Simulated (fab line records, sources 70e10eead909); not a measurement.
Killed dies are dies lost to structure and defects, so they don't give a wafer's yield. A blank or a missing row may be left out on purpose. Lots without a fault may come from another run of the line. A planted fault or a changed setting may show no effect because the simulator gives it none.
Which tool did it? | flow nand_harc | 6 lots, 18 wafers sampled, at 5 steps of a route of 1159

WHAT THE GAUGES READ, wafer by wafer
NHARC_END_SORT_01.
lot  | measured     | on        | defect_limited_yield (%)
L478 | day 21 22:04 | prober-02 | 81.5 97.2 96.8

WHICH TOOL RAN EACH LOT (tool, then ch and the chambers of the sampled wafers, then the start)
lot  | NHARC_A_M0_PRE_CLEAN_29                 | NHARC_A_M0_PVD_21                       | NHARC_A_M1_PVD_20                       | NHARC_A_BONDPAD_ETCH_24
L472 | pvd_sputter-01, day 18 09:55 or earlier | pvd_sputter-01, day 18 09:55 or earlier | pvd_sputter-02, day 18 09:55 or earlier | rie_diel-06 ch 0,1, day 18 09:55
L473 | pvd_sputter-02, day 19 06:53 or earlier | pvd_sputter-02, day 19 06:53 or earlier | pvd_sputter-03, day 19 06:53 or earlier | rie_diel-03 ch 1,2, day 19 06:53
L478 | pvd_sputter-02, day 20 17:02 or earlier | pvd_sputter-02, day 20 17:02 or earlier | pvd_sputter-01, day 20 17:02 or earlier | rie_diel-06 ch 0,2,3, day 20 17:02
L486 | pvd_sputter-02, day 23 06:24 or earlier | pvd_sputter-02, day 23 06:24 or earlier | pvd_sputter-01, day 23 06:24 or earlier | rie_diel-03 ch 0,1,3, day 23 06:24
L488 | pvd_sputter-02, day 23 09:33 or earlier | pvd_sputter-02, day 23 09:33 or earlier | pvd_sputter-03, day 23 09:33 or earlier | rie_diel-06 ch 1,2,3, day 23 09:33
L490 | pvd_sputter-01, day 23 15:05 or earlier | pvd_sputter-01, day 23 15:05 or earlier | pvd_sputter-03, day 23 15:05 or earlier | rie_diel-06 ch 1,2,3, day 23 15:05
- NHARC_A_M0_PRE_CLEAN_29: time 30 s.
- NHARC_A_M0_PVD_21: deposits Cu, target thk 30 nm, time 20.49 s.
- NHARC_A_M1_PVD_20: deposits TaN, target thk 5 nm, time 8.06 s.
- NHARC_A_BONDPAD_ETCH_24: etches the open film in CF4/N2, target depth 30 nm, time 72.99 s.

THE ANSWER, worked out from the rows above alone
Rule: what is usual is taken from the lots themselves. Put in order of their means at a reading, lots are off if they are a third of the lots or fewer, leave a main group of 4 or more, and stand apart from it by a gap of 3 or more times the standard deviation of the main group's means; of several such gaps the widest counts. A main group whose means are all the same, to the digits that the tables above print for the reading, isn't used. A lot without any number at a reading at which 4 lots or more have one is off too. The other lots that the step has rows for count as sound.
No lot is off at any reading shown: from this, nothing can be told.

WHAT THE SIMULATOR HAD PUT IN
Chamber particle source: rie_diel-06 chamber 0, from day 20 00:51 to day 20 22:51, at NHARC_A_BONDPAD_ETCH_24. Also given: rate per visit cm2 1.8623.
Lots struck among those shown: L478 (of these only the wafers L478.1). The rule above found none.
